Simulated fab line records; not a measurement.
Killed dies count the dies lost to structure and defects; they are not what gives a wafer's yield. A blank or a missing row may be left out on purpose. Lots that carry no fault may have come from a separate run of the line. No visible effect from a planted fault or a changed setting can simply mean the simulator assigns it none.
Matching of chambers ; flow nandHarc ; NHARC_A_M0_CMP_23 on cmp-02: 4 sister chambers
The step polishes, t overpolish 20 s, target thk 113.75 nm. 20 wafers are shown with their chamber, then 10 later ones without.

## EACH WAFER AND ITS CHAMBER
wafer;chamber;timeToEndpointS (s);motorCurrentA (A);slurryFilterDpKPa (kPa)
L076.1;2;27.0;11.9;13.51
L076.3;3;23.6;12.4;13.36
L076.6;3;25.0;13.3;13.53
L080.1;2;28.1;12.3;13.59
L080.5;2;27.4;11.8;13.63
L080.6;3;25.8;12.7;13.73
L083.3;0;27.2;12.6;13.29
L083.4;2;23.6;11.9;13.45
L083.5;3;28.1;14.3;13.75
L085.1;0;26.4;12.0;13.59
L085.5;2;27.0;12.0;13.47
L085.6;1;30.8;12.2;13.48
L084.2;1;30.2;12.7;13.78
L084.4;2;28.4;11.8;13.38
L084.5;1;29.1;13.1;13.67
L088.1;2;30.1;11.9;13.59
L088.4;0;27.7;12.9;13.44
L088.5;1;30.5;13.0;13.60
L086.1;2;29.4;12.0;13.52
L086.2;0;29.4;12.6;13.49

SIGNATURES (means of the wafers above)
reading;chamber 0;chamber 1;chamber 2;chamber 3;scatter within a chamber
timeToEndpointS;27.675;30.150;27.625;25.625;1.66
motorCurrentA;12.525;12.750;11.950;13.175;0.448
slurryFilterDpKPa;13.4525;13.6325;13.5175;13.5925;0.124
Rule: for each reading, subtract the chamber's mean from the wafer's reading, divide by that reading's scatter and square the result; add these up over the readings and take the root, which gives the wafer's distance from the chamber. The wafer belongs to the nearest chamber; if the next one is less than 2 further off, it can't be placed. The scatter is the square root of a quotient: the sum, over the shown wafers, of each reading's squared deviation from its chamber's mean, divided by wafers minus chambers.

## WAFERS WHOSE CHAMBER IS MISSING
wafer;timeToEndpointS (s);motorCurrentA (A);slurryFilterDpKPa (kPa)
L086.4;31.0;12.6;13.69
L087.2;31.0;11.9;13.42
L087.3;29.3;12.6;13.48
L087.6;29.6;12.0;13.34
L093.2;30.3;12.3;13.28
L093.3;30.1;11.3;13.23
L093.6;34.3;12.4;13.62
L095.2;33.3;11.8;13.64
L095.3;33.0;12.9;13.54
L095.5;32.0;13.1;13.69

## EACH ONE'S CHAMBER
wafer;from the rows above;in truth
L086.4;1;1
L087.2;can't be placed: 2 or 0 or 1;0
L087.3;can't be placed: 0 or 1 or 2 or 3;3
L087.6;can't be placed: 2 or 0 or 1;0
L093.2;can't be placed: 0 or 2 or 1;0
L093.3;can't be placed: 2 or 0 or 1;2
L093.6;can't be placed: 1 or 0 or 2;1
L095.2;can't be placed: 1 or 2 or 0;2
L095.3;can't be placed: 1 or 0 or 2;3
L095.5;1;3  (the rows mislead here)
Correct placement for 1 of the 10. From these rows, 8 cannot be placed; in 7 the true chamber is one of the candidates. Number placed wrongly: 1.
